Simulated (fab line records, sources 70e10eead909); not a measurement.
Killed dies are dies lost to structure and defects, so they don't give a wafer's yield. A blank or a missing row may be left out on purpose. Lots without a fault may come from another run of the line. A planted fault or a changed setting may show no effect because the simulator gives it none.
A struck lot beside a sound one | flow nand_harc | 42 steps out of a route of 1159
Sound: wafers L278.2, L278.4, L278.6. Struck: wafer L287.5. (L287.2, L287.4 of the same lot were not struck and are left out.) The cause comes at the end.
At each step with rows: each side's tool, then ch and its chambers, then its first start. Under that, the readings that differ: sound wafers | struck wafers | difference of the means | sigmas: that difference in standard deviations of wafers without a fault.
alike: readings whose means differ by less than 2 such deviations, and words and numbers that are the same on both sides. not compared: withheld readings, readings that some wafer has no value for, bounds like >300 that may hide the same value, and numbers for which the record gives no deviation and whose values overlap.
The two part at a step that has a row with sigmas, a row that says differs or no value, or rows on one side only. Numbers that don't overlap but have no deviation are shown without sigmas and don't part them. A reading that every wafer of one side lacks parts them only if that side has two wafers or more.

first, 4 steps without rows for these wafers: NHARC_HYBRID_BOND_PRECLEAN_01 (cleans in DIW, time 300 s); NHARC_HYBRID_BOND_SRD_02 (time 30 s, dry time 20 s); NHARC_HYBRID_BOND_BOND_03; NHARC_HYBRID_BOND_ANNEAL_04 (time 7200 s).
NHARC_HYBRID_BOND_OVL_MEAS_05:
  sound on overlay-01, day 20 15:26; struck on overlay-02, day 22 17:53
  alike: overlay_x_nm, overlay_y_nm
NHARC_HYBRID_BOND_INSPECT_06: inspects for defects (ir void).
  sound on defect_inspect-01, day 20 15:29; struck on defect_inspect-02, day 22 17:56
  alike: raw_defect_count
NHARC_THIN_TSV_GRIND_00:
  sound on grinder-01 ch 0, day 20 15:50; struck on grinder-01 ch 0, day 22 18:17
  alike: motor_current_A, slurry_flow_ml_min
then, 1 step without rows for these wafers: NHARC_THIN_TSV_CMP_01 (polishes).
NHARC_THIN_TSV_THK_MEAS_02: measures by ir.
  sound on film_metro-02, day 20 17:08; struck on film_metro-01, day 22 19:34
  alike: thk_nm
then, 3 steps without rows for these wafers: NHARC_THIN_TSV_SRD_03; NHARC_THIN_TSV_PRECLEAN_41 (cleans in SC1); NHARC_THIN_TSV_SRD_42.
NHARC_THIN_TSV_DEP_43: deposits SiO2, target thk 1328.5 nm.
  sound on pecvd-03 ch 0,1,2, day 20 17:23; struck on pecvd-03 ch 0, day 22 20:11
  alike: showerhead_vpp_V, throttle_valve_pct
then, 8 steps without rows for these wafers: NHARC_THIN_TSV_DEHYDRATE_04 (time 120 s); NHARC_THIN_TSV_HMDS_05 (time 30 s); NHARC_THIN_TSV_COAT_06; NHARC_THIN_TSV_SOFTBAKE_07 (time 95 s); NHARC_THIN_TSV_EBR_08; NHARC_THIN_TSV_EXPOSE_09 (exposes mask TSV); NHARC_THIN_TSV_PEB_10 (peb time 85 s); NHARC_THIN_TSV_DEVELOP_11 (time 70 s).
NHARC_THIN_TSV_CD_MEAS_12: target cd 1000 nm.
  sound on cd_sem-02 ch 0, day 20 18:04; struck on cd_sem-02 ch 0, day 22 20:58
  alike: cd_nm
then, 2 steps without rows for these wafers: NHARC_THIN_TSV_HARDBAKE_13 (time 80 s); NHARC_THIN_TSV_DESCUM_14 (chemistry O2, time 3 s).
NHARC_THIN_TSV_ETCH_44: etches the open film in CF4/O2, target depth 1594.2 nm, time 797.1 s.
  sound on rie_diel-05 ch 0,2, day 20 18:19; struck on rie_diel-02 ch 2, day 22 21:16
  reading                | sound                | struck | difference | sigmas
  throttle_valve_pct (%) | 16.908 16.920 16.916 | 16.894 | -0.021     | -2
  alike: drypump_motor_current_A, mfc_ar_sccm, oes_product_au, rf_vpp_V, showerhead_plenum_p_Torr
  not compared: rf_hours_counter_h
then, 1 step without rows for these wafers: NHARC_THIN_TSV_ETCH_15 (target depth 3000 nm, bosch target overetch cycles 2, bosch etch step 2.8 s).
NHARC_THIN_TSV_CD_MEAS_16:
  sound on cd_sem-02, day 20 19:02; struck on cd_sem-02, day 22 21:56
  alike: cd_nm
then, 4 steps without rows for these wafers: NHARC_THIN_TSV_STRIP_45 (strips in O2); NHARC_THIN_TSV_STRIP_46 (strips in post etch residue remover, time 1200 s); NHARC_THIN_TSV_DEP_47 (deposits SiO2, target thk 200 nm); NHARC_THIN_TSV_ETCHBACK_48 (etches the open film in C4F8/Ar, target depth 1028.5 nm, time 405.17 s).
NHARC_THIN_TSV_STRIP_62: strips in N2/H2, time 20 s.
  sound on plasma_asher-01 ch 0,1, day 20 20:46; struck on plasma_asher-01 ch 1, day 22 23:34
  reading             | sound                | struck | difference                   | sigmas
  rf_refl_power_W (W) | - - -                | 26     | no value on the sound wafers |
  temp_c (C)          | 249.56 250.06 249.72 | 250.42 | +0.64                        | +4
  alike: drypump_motor_current_A, heater_power_w
  not compared: rf_hours_counter_h
then, 1 step without rows for these wafers: NHARC_THIN_TSV_DEGAS_49 (time 120 s).
NHARC_THIN_TSV_PRE_CLEAN_50: time 30 s.
  sound on pvd_sputter-01; struck on pvd_sputter-02
  alike: heater_power_w
then, 3 steps without rows for these wafers: NHARC_THIN_TSV_PVD_19 (deposits TaN, target thk 20 nm); NHARC_THIN_TSV_PVD_51 (deposits Cu, target thk 100 nm); NHARC_THIN_TSV_ECD_20 (material Cu, target thk 2000 nm).
NHARC_THIN_TSV_ANNEAL_52: time 90 s.
  sound on rtp_anneal-02 ch 0, day 20 22:14; struck on rtp_anneal-02 ch 0, day 23 00:58
  alike: anneal_temp_c, wafer_temp_C_max
then, 3 steps without rows for these wafers: NHARC_THIN_TSV_CMP_21 (polishes, t overpolish 30 s, target thk 2000 nm); NHARC_THIN_TSV_SRD_23; NHARC_THIN_TSV_DEGAS_53 (time 60 s).
NHARC_END_SORT_01:
  the record has rows for the struck wafers here (prober-01 ch 0, day 23 17:41) and none for the sound ones

WHERE THEY PART
First at NHARC_THIN_TSV_ETCH_44; last, within this record, at NHARC_END_SORT_01.

WHY: what the simulator had put in
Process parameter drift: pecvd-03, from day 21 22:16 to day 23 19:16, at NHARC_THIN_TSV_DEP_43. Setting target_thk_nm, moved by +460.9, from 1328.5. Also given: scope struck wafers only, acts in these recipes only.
